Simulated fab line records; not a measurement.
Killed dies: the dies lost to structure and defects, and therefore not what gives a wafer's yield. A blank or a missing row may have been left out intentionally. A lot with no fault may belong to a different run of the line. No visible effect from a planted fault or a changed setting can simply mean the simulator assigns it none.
Which tool is to blame? + flow nand harc + 32 wafers from 11 lots sampled at 5 of the route's 1302 steps

WHAT THE GAUGES SHOWED, per wafer
NHARC_END_SORT_01.
| lot  | measured     | on        | defect limited yield (%) |
|------|--------------|-----------|--------------------------|
| L144 | day 30 18:16 | prober-02 | 90.0 74.4                |

TOOL THAT RAN EACH LOT (tool first, then ch and the chambers of the sampled wafers, then the start)
| lot  | NHARC_A_M1_PRE_CLEAN_32         | NHARC_A_BONDPAD_STRIP_15           | NHARC_HYBRID_BOND_ACTIVATE_00      | NHARC_THIN_TSV_ETCH_15           |
|------|---------------------------------|------------------------------------|------------------------------------|----------------------------------|
| L128 | pecvd-03 ch 0,1,2, day 22 22:08 | rie diel-08 ch 2,3, day 23 00:26   | rie diel-13 ch 0,1,3, day 23 02:47 | rie si-06 ch 1,2, day 23 14:38   |
| L129 | pecvd-03 ch 1,2, day 23 13:20   | rie diel-08 ch 0,1, day 23 16:07   | rie diel-01 ch 0,1,2, day 23 18:24 | rie si-01 ch 2,3, day 24 04:23   |
| L132 | pecvd-02 ch 0,1, day 23 22:54   | rie diel-03 ch 0,1,3, day 24 01:25 | rie diel-01 ch 0,1,2, day 24 03:38 | rie si-06 ch 0,1,3, day 24 18:40 |
| L131 | pecvd-01 ch 0,2, day 24 05:49   | rie diel-03 ch 2,3, day 24 08:17   | rie diel-13 ch 0,3, day 24 10:31   | rie si-06 ch 1,2,3, day 25 02:36 |
| L134 | pecvd-03 ch 1,2, day 25 01:56   | rie diel-05 ch 0,2,3, day 25 04:24 | rie diel-10 ch 0,1, day 25 06:38   | rie si-01 ch 0,1, day 25 19:58   |
| L137 | pecvd-01 ch 0,2, day 26 01:11   | rie diel-03 ch 0,3, day 26 03:50   | rie diel-13 ch 0,2,3, day 26 06:06 | rie si-01 ch 0,2,3, day 26 22:17 |
| L136 | pecvd-02 ch 0,1,2, day 26 11:58 | rie diel-03 ch 0,1, day 26 14:35   | rie diel-13 ch 0,1,2, day 26 16:48 | rie si-01 ch 0,1,2, day 27 07:14 |
| L140 | pecvd-02 ch 0,2, day 28 05:58   | rie diel-05 ch 0,3, day 28 08:29   | rie diel-10 ch 0,2,3, day 28 10:46 | rie si-05 ch 0,1,2, day 29 01:59 |
| L141 | pecvd-03 ch 0,1, day 28 06:35   | rie diel-08 ch 0,1,3, day 28 09:12 | rie diel-13 ch 0,1,2, day 28 11:25 | rie si-01 ch 0,1,3, day 29 03:10 |
| L142 | pecvd-02 ch 0,1, day 28 23:11   | rie diel-08 ch 0,1,2, day 29 01:33 | rie diel-01 ch 0,2,3, day 29 03:52 | rie si-01 ch 0,1,3, day 29 17:12 |
| L144 | pecvd-02 ch 1,2, day 29 04:46   | rie diel-03 ch 0,1, day 29 07:15   | rie diel-13 ch 0,1, day 29 09:28   | rie si-01 ch 0,1, day 29 22:02   |
- NHARC_A_M1_PRE_CLEAN_32: time 12 s.
- NHARC_A_BONDPAD_STRIP_15: strips in O2.
- NHARC_HYBRID_BOND_ACTIVATE_00: chemistry N2, time 60 s.
- NHARC_THIN_TSV_ETCH_15: target depth 3000 nm, bosch target overetch cycles 2, bosch etch step 2.8 s.

THE ANSWER, worked out from the rows above alone
Rule: the usual values come from the lots themselves. The widest of any qualifying gaps counts: lots, ordered by their means at a reading, are off when they make up no more than a third of the lots, leave a main group of 4 or more, and stand apart from it by 3 or more times the standard deviation of that group's means. A main group is skipped when, at the precision printed for the reading in the tables above, its means are all equal. Also off: a lot with no number at a reading for which 4 or more lots have one. All remaining lots with rows at the step are treated as sound.
No lot is off on any of the readings shown, so nothing can be concluded from this.

WHAT THE SIMULATOR HAD PUT IN
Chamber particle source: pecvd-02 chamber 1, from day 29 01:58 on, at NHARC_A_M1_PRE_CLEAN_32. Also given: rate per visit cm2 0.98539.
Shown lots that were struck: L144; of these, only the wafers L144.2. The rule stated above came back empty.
